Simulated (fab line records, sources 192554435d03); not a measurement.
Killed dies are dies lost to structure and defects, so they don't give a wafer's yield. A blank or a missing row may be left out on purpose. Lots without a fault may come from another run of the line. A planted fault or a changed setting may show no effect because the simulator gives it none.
Problem report in the 8D (eight disciplines) form, filled by code | flow n5_finfet | the parts of the form that need people (team, actions taken, sign-off) are left out

1. THE PROBLEM
spin_speed_rpm at N5_SD_EPI_P_COAT_34 reads a mean of 1434.3 rpm on 6 wafers of 2 lots; wafers without a fault read 1499.9 rpm with a standard deviation of 0.9. That is -73 standard deviations from the usual mean.
The step: time 60 s, resist thk 350 nm.
First seen on wafer L156.1, day 7 22:48, on litho_track-04. The record holds 30 wafers of 10 lots with a number at this step. Rule for "out", or "out of limits": more than 4 standard deviations from the usual mean. The other wafers with a number count as sound.

2. WHAT IT IS AND WHAT IT IS NOT
question                    | is                     | is not
which readings at this step | spin_speed_rpm         | exhaust_pa
which lots                  | L156, L159             | L137, L141, L143, L145, L146, L147, L157, L160
which wafers of those lots  | all that have a number | -
read on which tools         | litho_track-04         | litho_track-02, litho_track-03
when                        | from day 7 22:48       | up to then (18 sound wafers); but 6 sound wafers of L157, L160 came after

3. SUSPECTS, AND WHAT RULES EACH OUT
Counting: a tool at a process step up to the reading stays a suspect if it ran every lot that is out and no sound lot after the first of them.
- ald_sin-01 at N5_SPACER0_ALD_07 (deposits SiNx, target thk 2 nm): ruled out as a lasting fault. Sound lots L157, L160 ran on it after its first lot that is out, L156 (day 7 17:53).
- litho_track-04 at N5_SD_EPI_P_COAT_34 (time 60 s, resist thk 350 nm): kept. It ran every lot that is out, first L156 (day 7 22:48), and no sound lot after that; its last sound lot up to then is L146 (day 5 11:32). Its own readings are out on those wafers: spin_speed_rpm.
Left after counting: litho_track-04 at N5_SD_EPI_P_COAT_34.

4. THE CAUSE (what the simulator had put in)
Process parameter drift: litho_track-04, from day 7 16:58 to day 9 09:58, at N5_SD_EPI_P_COAT_34. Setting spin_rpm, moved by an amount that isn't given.
Counting left only this tool.

5. THE CHAIN OF EFFECTS, in route order
Each row: a reading whose mean over the struck wafers that have a number lies more than 3 standard deviations from the usual. Only readings for which the record gives a usual standard deviation are gone through. hours: the time from each lot's start at the first step in this table that gives one to its start at this step, as a median over the lots. sigmas: the change in usual standard deviations.
hours | step                | reading        | usual      | on struck wafers | change | sigmas
0     | N5_SD_EPI_P_COAT_34 | spin_speed_rpm | 1499.9 rpm | 1434.3           | -65.6  | -73
The process steps in it:
- N5_SD_EPI_P_COAT_34: time 60 s, resist thk 350 nm.
Later measuring or inspecting steps at which every struck wafer that the step has a row for has a number for every such reading, and none has moved that far: N5_SD_EPI_P_CD_MEAS_09, N5_BEOL_M4_RC_MEAS_101.

6. WHAT WOULD HAVE CAUGHT IT SOONER
In this record the first reading out of limits was taken at day 7 22:48, 6 hours after the fault began at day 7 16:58.
